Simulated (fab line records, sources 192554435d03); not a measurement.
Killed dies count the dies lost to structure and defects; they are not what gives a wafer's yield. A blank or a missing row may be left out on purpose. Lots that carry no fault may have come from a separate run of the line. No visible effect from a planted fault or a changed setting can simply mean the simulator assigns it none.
fab line records	flow n5Finfet
record lots=10	wafers=29	lastDay=17
route steps=1938 shown BEOL_M8@1348 PASSIVATION@1936
lots untouched by any fault: they come from a run of this same line in which no faults occurred
startH: start of the lot's first displayed wafer, in hours after the record's first day	waitH: how many hours have passed since the lot's step before this one	" identical to the entry in the row above	L1.1+2: one row covering several wafers at once	- no value, or no start was given	* or withheld: withheld	< > ~ a bound
route shown NAME@n: a module of which the file shows steps, and the number in the route of the first	usual: mean/standard deviation taken from wafers without a fault	same: alike in all rows	chamber/n: place in a boat	sites: per-site readings	_std_site: standard deviation of those values	_edge_site: inner sites' mean taken away from outer sites' mean	radiusMm: how far each site lies from the wafer's centre	mask NAME#n: copy n	behind: tool/chamber where the wafer was last shaped	hold: cause of the lot's hold/its duration in hours/its outcome	device: the transistor (n, p or np) that didn't switch	end of line: tests of these same wafers at the route's end	a step given without rows: its recipe and nothing more	killed: the dies lost at the first sort to structure and to defects; this is not the yield of the wafer	map: shows each die of a wafer: x if killed, . if not, _ if none is there
set.NAME: setting as actually run; set.NAME@STEP: the setting as run at that earlier step	model.NAME: the simulator's own value behind a step, which no gauge read
one table for each step of the route and one row for each wafer, over a sample of lots
services: when a tool's chamber went out of use (startH, in hours from the record's first day, below 0 if earlier), for how many hours, and the reason
## steps
# step N5_BEOL_M8_DESCUM_16
# recipe chemistry=O2	timeS=7.9	sourcePowerW=50	biasPowerW=20	pressureMtorr=20	rfFrequencyHz=2.712e+07	tempC=40	resist=CAR-ArF	o2FlowSccm=225
# usual drypumpMotorCurrentA=5.5/0.55	oesProductAu=0.82/0.084	rfFwdPowerW=49.40/0.22	rfVppV=243.9/1.3	showerheadPlenumPTorr=2.13/0.077	throttleValvePct=20.40/0.18
lot.wafer	tool	chamber	startH	waitH	drypumpMotorCurrentA	oesProductAu	rfFwdPowerW	rfHoursCounterH	rfVppV	showerheadPlenumPTorr	throttleValvePct
L958.2	rieDiel-05	2	235.74	0.4	5.3	0.84	49.25	69	243.8	2.12	20.16
L958.3	"	0	"	"	4.8	0.96	49.65	8	244.5	2.25	20.52
L958.5	"	2	"	"	5.3	0.84	49.15	-	244.8	2.12	20.17
L961.2	rieDiel-05	0	260.47	0.1	4.8	0.93	49.50	18	245.0	2.25	20.53
L961.3	"	2	"	"	5.3	0.84	49.53	80	244.5	2.12	20.15
L961.5	"	0	"	"	4.8	0.94	49.52	-	244.3	2.25	20.54
L962.3	rieDiel-05	1	267.95	0.0	5.3	0.89	49.32	32	246.3	2.20	20.43
L962.4	"	0	"	"	4.8	0.92	49.45	-	246.0	2.25	20.54
L962.6	"	1	"	"	5.3	0.89	49.16	-	245.5	2.21	20.42
L963.1	rieDiel-05	2	273.30	0.1	5.3	0.83	49.28	86	241.6	2.12	20.19
L963.3	"	0	"	"	4.8	0.92	49.59	25	243.9	2.24	20.54
L963.4	"	2	"	"	5.3	0.83	49.34	-	243.8	2.12	20.18
L965.1	rieDiel-05	1	284.65	0.2	5.3	0.87	49.29	40	244.7	2.20	20.44
L965.3	"	0	"	"	4.8	0.91	49.54	30	246.0	2.24	20.55
L965.5	"	2	"	"	5.3	0.82	49.29	-	244.0	2.12	20.19
L966.4	rieDiel-06	0	285.11	0.5	6.2	0.92	49.09	18	243.8	2.03	20.40
L966.5	"	0	"	"	6.2	0.92	49.22	-	243.1	2.03	20.39
L966.6	"	1	"	"	4.8	0.68	49.54	-	242.8	2.03	20.44
L967.1	rieDiel-06	1	287.61	0.0	4.8	0.68	49.71	247	242.1	2.03	20.45
L967.2	"	2	"	"	5.1	0.77	49.44	129	245.6	2.21	20.33
L967.5	"	0	"	"	6.3	0.93	48.80	-	242.2	2.03	20.39
L972.1	rieDiel-05	1	326.01	0.0	5.3	0.84	49.56	60	243.3	2.20	20.46
L972.3	"	0	"	"	4.8	0.88	49.49	46	244.7	2.24	20.57
L972.4	"	2	"	"	5.3	0.80	49.25	-	242.2	2.11	20.22
L971.1	rieDiel-06	2	326.18	0.0	5.1	0.75	49.08	147	245.9	2.21	20.35
L971.4	"	1	"	"	4.8	0.96	49.54	-	242.1	2.03	20.16
L971.6	"	3	"	"	5.9	0.76	49.41	-	242.5	2.09	20.50
L974.5	rieDiel-04	3	331.26	0.5	6.2	0.73	49.28	-	242.8	1.99	20.72
L974.6	"	2	"	"	5.7	0.86	49.54	-	242.8	2.02	20.29
# step N5_BEOL_M8_ETCH_62
# recipe chemistry=N2/H2	target=SOC	targetDepthA=1100	overetchA=220	maskMaterial=SiARC	tempC=40	timeS=165	ionEnergyEv=200	pressureMtorr=30	sourceW=840	biasW=150	n2FlowSccm=200	h2FlowSccm=200
# usual drypumpMotorCurrentA=5.5/0.55	oesProductAu=0.69/0.069	rfFwdPowerW=837.6/2.5	rfVppV=525.2/2.4	showerheadPlenumPTorr=2.59/0.086	throttleValvePct=17.81/0.19
lot.wafer	tool	chamber	startH	waitH	drypumpMotorCurrentA	oesProductAu	rfFwdPowerW	rfHoursCounterH	rfVppV	showerheadPlenumPTorr	throttleValvePct
L958.2	rieDiel-05	2	235.83	0.0	5.3	0.70	837.4	69	523.8	2.57	17.45
L958.3	"	0	"	"	4.8	0.81	834.0	8	527.6	2.72	17.73
L958.5	"	2	"	"	5.3	0.70	838.1	-	524.9	2.57	17.43
L961.2	rieDiel-05	0	260.56	0.0	4.8	0.79	834.1	19	528.1	2.71	17.74
L961.3	"	2	"	"	5.3	0.69	836.8	80	524.9	2.57	17.45
L961.5	"	0	"	"	4.8	0.79	840.4	-	527.7	2.71	17.74
L962.3	rieDiel-05	1	268.04	0.0	5.3	0.75	835.1	32	527.5	2.71	17.98
L962.4	"	0	"	"	4.8	0.79	840.4	-	528.6	2.71	17.76
L962.6	"	1	"	"	5.3	0.75	835.8	-	528.3	2.71	17.97
L963.1	rieDiel-05	2	273.39	0.0	5.3	0.69	832.3	86	525.8	2.56	17.48
L963.3	"	0	"	"	4.8	0.78	836.8	25	528.5	2.71	17.77
L963.4	"	2	"	"	5.3	0.69	835.8	-	523.5	2.56	17.47
L965.1	rieDiel-05	1	284.74	0.0	5.4	0.74	839.6	40	528.9	2.70	18.00
L965.3	"	0	"	"	4.8	0.77	839.1	30	527.5	2.71	17.75
L965.5	"	2	"	"	5.3	0.69	840.1	-	524.0	2.56	17.49
L966.4	rieDiel-06	0	285.20	0.0	6.3	0.77	834.3	18	521.2	2.50	17.83
L966.5	"	0	"	"	6.3	0.77	835.0	-	523.2	2.50	17.86
L966.6	"	1	"	"	4.8	0.58	839.3	-	522.7	2.49	17.96
L967.1	rieDiel-06	1	287.70	0.0	4.8	0.58	839.6	247	523.0	2.49	17.94
L967.2	"	2	"	"	5.1	0.65	836.0	129	526.0	2.67	17.73
L967.5	"	0	"	"	6.2	0.77	837.4	-	521.9	2.50	17.85
L972.1	rieDiel-05	1	326.11	0.0	5.3	0.71	838.2	60	527.5	2.69	18.02
L972.3	"	0	"	"	4.8	0.75	837.0	46	527.7	2.70	17.79
L972.4	"	2	"	"	5.3	0.67	835.6	-	523.9	2.55	17.52
L971.1	rieDiel-06	2	326.27	0.0	5.1	0.63	840.1	147	526.8	2.66	17.76
L971.4	"	1	"	"	4.8	0.81	843.0	-	521.3	2.49	17.57
L971.6	"	3	"	"	5.9	0.63	838.0	-	522.2	2.55	17.90
L974.5	rieDiel-04	3	331.41	0.1	6.2	0.62	834.6	-	520.6	2.42	18.27
L974.6	"	2	"	"	5.7	0.73	837.1	-	521.8	2.46	17.71
# step N5_BEOL_M8_ETCH_72
# recipe chemistry=N2/H2	target=underlayer	targetDepthA=65	maskMaterial=CAR-EUV	timeS=5.2	ionEnergyEv=200	pressureMtorr=30	sourceW=840	biasW=150	n2FlowSccm=200	h2FlowSccm=200	ends=cleared
# usual drypumpMotorCurrentA=5.4/0.51	etchRfOnTimeS=5.09/0.16	oesProductAu=0.71/0.08	rfFwdPowerW=819.2/2.4	rfVppV=525.4/2.5	showerheadPlenumPTorr=2.60/0.085	throttleValvePct=17.83/0.19
lot.wafer	tool	chamber	startH	waitH	drypumpMotorCurrentA	etchRfOnTimeS	oesProductAu	rfFwdPowerW	rfHoursCounterH	rfVppV	showerheadPlenumPTorr	throttleValvePct
L958.2	rieDiel-05	2	237.05	0.0	5.3	5.30	0.70	819.9	70	526.4	2.57	17.47
L958.3	"	0	"	"	4.8	4.75	0.87	819.3	9	527.1	2.71	17.76
L958.5	"	2	"	"	5.3	5.25	0.71	819.4	-	524.5	2.57	17.47
L961.2	rieDiel-05	0	264.47	0.0	4.8	4.81	0.84	819.1	20	529.8	2.71	17.80
L961.3	"	2	"	"	5.3	5.21	0.69	818.3	81	522.5	2.56	17.49
L961.5	"	1	"	"	5.3	5.01	0.77	820.1	-	528.3	2.71	18.00
L962.3	rieDiel-06	3	269.11	0.0	5.9	5.21	0.65	822.1	130	524.4	2.56	17.89
L962.4	"	0	"	"	6.2	5.05	0.80	819.7	13	520.9	2.50	17.87
L962.6	"	3	"	"	5.9	5.22	0.65	821.5	-	524.6	2.56	17.87
L963.1	rieDiel-05	2	274.46	0.0	5.3	5.15	0.70	820.3	87	523.2	2.56	17.51
L963.3	"	0	"	"	4.8	4.73	0.82	821.1	26	528.5	2.71	17.82
L963.4	"	1	"	"	5.3	4.89	0.77	820.6	-	529.0	2.71	18.01
L966.4	rieDiel-05	2	286.34	0.0	5.3	5.10	0.69	820.3	-	525.1	2.56	17.51
L966.5	"	0	"	"	4.8	4.72	0.81	817.4	-	527.6	2.70	17.79
L966.6	"	1	"	"	5.3	3.28	0.98	818.2	-	529.9	2.70	18.09
L965.1	rieDiel-05	2	286.73	0.0	5.3	5.18	0.69	818.0	93	523.6	2.56	17.52
L965.3	"	1	"	"	5.3	3.24	1.00	819.5	42	527.2	2.70	18.06
L965.5	"	0	"	"	4.8	4.75	0.82	821.0	-	529.2	2.70	17.81
L967.1	rieDiel-05	1	288.53	0.0	5.3	3.29	0.98	823.4	42	530.3	2.70	18.09
L967.2	"	0	"	"	4.8	4.81	0.81	814.3	32	525.6	2.70	17.79
L967.5	"	2	"	"	5.3	5.22	0.68	819.3	-	524.3	2.56	17.52
L972.1	rieDiel-06	3	328.65	0.0	5.9	5.26	0.63	820.2	156	525.2	2.55	17.93
L972.3	"	0	"	"	6.2	5.14	0.77	821.6	25	523.4	2.50	17.90
L972.4	"	2	"	"	5.1	5.19	0.62	817.6	148	526.8	2.66	17.80
L971.1	rieDiel-04	3	328.89	0.0	6.2	5.25	0.61	819.4	179	519.1	2.42	18.28
L971.4	"	0	"	"	6.7	5.18	0.60	817.1	238	524.9	2.61	18.00
L971.6	"	1	"	"	5.8	4.95	0.78	821.1	-	525.5	2.58	17.98
L974.5	rieDiel-06	0	334.31	0.0	6.2	5.08	0.77	817.8	-	522.6	2.50	17.90
L974.6	"	3	"	"	5.9	5.19	0.63	820.2	-	523.0	2.54	17.92
# step N5_BEOL_M8_STRIP_80
# recipe chemistry=N2/H2	timeS=10	powerW=450	tempC=40	pressureMtorr=20	rfFrequencyHz=6e+07	biasPowerW=7	n2FlowSccm=200	h2FlowSccm=200
# usual drypumpMotorCurrentA=5.4/0.51	oesProductAu=0.83/0.082	rfVppV=59.3/0.83	showerheadPlenumPTorr=2.60/0.085	throttleValvePct=23.66/0.22
lot.wafer	tool	chamber	startH	waitH	drypumpMotorCurrentA	oesProductAu	rfHoursCounterH	rfVppV	showerheadPlenumPTorr	throttleValvePct
L958.2	rieDiel-05	2	-	-	5.3	0.84	70	59.9	2.56	23.26
L958.3	"	0	"	"	4.8	0.96	9	59.5	2.71	23.70
L958.5	"	2	"	"	5.3	0.84	-	59.4	2.56	23.26
L961.2	rieDiel-05	0	-	-	4.8	0.93	20	60.0	2.71	23.71
L961.3	"	2	"	"	5.3	0.83	81	58.1	2.56	23.29
L961.5	"	1	"	"	5.3	0.88	-	59.1	2.70	23.93
L962.3	rieDiel-06	3	-	-	5.9	0.78	130	59.2	2.55	23.61
L962.4	"	0	"	"	6.2	0.94	13	59.9	2.50	23.69
L962.6	"	3	"	"	5.9	0.78	-	60.2	2.55	23.61
L963.1	rieDiel-05	2	-	-	5.3	0.84	87	59.3	2.56	23.29
L963.3	"	0	"	"	4.8	0.92	26	60.0	2.70	23.72
L963.4	"	1	"	"	5.3	0.88	-	59.5	2.70	23.94
L966.4	rieDiel-05	2	-	-	5.3	0.82	-	61.0	2.56	23.29
L966.5	"	0	"	"	4.8	0.91	-	59.0	2.70	23.72
L966.6	"	1	"	"	5.3	0.87	-	59.5	2.70	23.96
L965.1	rieDiel-05	2	-	-	5.3	0.82	93	58.4	2.56	23.30
L965.3	"	1	"	"	5.3	0.86	42	59.3	2.70	23.92
L965.5	"	0	"	"	4.8	0.90	-	59.3	2.70	23.71
L967.1	rieDiel-05	1	-	-	5.3	0.87	42	59.5	2.70	23.94
L967.2	"	0	"	"	4.8	0.90	32	59.9	2.70	23.73
L967.5	"	2	"	"	5.3	0.82	-	57.6	2.56	23.30
L972.1	rieDiel-06	3	-	-	5.9	0.75	156	57.7	2.54	23.64
L972.3	"	0	"	"	6.2	0.90	25	57.7	2.49	23.70
L972.4	"	2	"	"	5.1	0.74	148	60.6	2.66	23.69
L971.1	rieDiel-04	3	-	-	6.2	0.71	179	58.4	2.42	24.21
L971.4	"	0	"	"	6.7	0.69	238	59.1	2.61	23.69
L971.6	"	1	"	"	5.9	0.88	-	59.4	2.58	23.79
L974.5	rieDiel-06	0	-	-	6.3	0.91	-	59.2	2.49	23.71
L974.6	"	3	"	"	5.9	0.76	-	59.4	2.54	23.66
# step N5_PASSIVATION_PROBE_49
# usual defectLimitedYield=91.4/1.5	killed_at_M0_to_M3=36/11	killed_at_M4_up=14/6	killedAtContacts=11/6	killedAtFrontEnd=37/11	killedAtOther=4/3.4	killedDies=102/18	killedOpen=66/13	killedShort=34/7.8	sort_bin_4_leakage=0.00/0.017	sort_bin_5_function=5.0/0.97	sort_bin_6_memory=3.2/0.7	sortNPass=1078/19	sortYieldPct=91.3/1.6
# same grossDies=1180	killedAtBackSide=0	sort_bin_8_speed[%]=0
lot.wafer	tool	chamber	startH	waitH	defectLimitedYield[%]	killed_at_M0_to_M3	killed_at_M4_up	killedAtContacts	killedAtFrontEnd	killedAtOther	killedDies	killedOpen	killedShort	sort_bin_4_leakage[%]	sort_bin_5_function[%]	sort_bin_6_memory[%]	sortNPass	sortYieldPct[%]
L966.4	prober-02	-	353.09	0.2	90.9	56	14	7	19	11	107	74	33	0	6.0	2.7	1073	90.9
# killed by level:class
L966.4 BEOL_M0_SAQP:geometricParticle:open=18 BEOL_M0_SAQP:geometricParticle:short=10 BEOL_M3:geometricParticle:short=8 MOL_CONTACT_COAG:geometricParticle:open=6 BEOL_M1:geometricParticle:open=6 BEOL_M2:geometricParticle:open=6 MIM_TOP:geometricParticle:open=6 STI_FIN_REVEAL:geometricParticle:open=5
## services
tool	chamber	startH	hours	kind
rieDiel-04	1	214.39	-	clean
rieDiel-04	1	214.39	-	consumableReplace:focusRing
rieDiel-04	1	214.39	16.8	scheduledDown
rieDiel-04	1	214.39	16.8	ventCycle
rieDiel-04	1	235.62	8.8	repair
rieDiel-05	3	239.05	115.1	repair
rieDiel-06	1	300.87	-	clean
rieDiel-06	1	300.87	-	consumableReplace:focusRing
rieDiel-06	1	300.87	19.6	scheduledDown
rieDiel-06	1	300.87	19.6	ventCycle
## key
firstSign step=N5_BEOL_M8_ETCH_72	reading=etchRfOnTimeS	direction=down	sigmas=11	usual=*	struck=*
effect step=N5_BEOL_M8_ETCH_72	reading=oesProductAu	direction=up	sigmas=3.4	usual=0.71	struck=0.98
metAt N5_BEOL_M8_ETCH_72
struckLots L965,L966,L967
struckWafers L965.3,L966.6,L967.1
notActingAt N5_BEOL_M8_DESCUM_16,N5_BEOL_M8_ETCH_62,N5_BEOL_M8_STRIP_80
onsetBetween 274.46 286.34
fault kind=processParameterDrift	tool=rieDiel-05	chamber=1	onsetH=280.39	steps=N5_BEOL_M8_ETCH_72	channel=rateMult	offset=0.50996	shape=step	endH=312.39
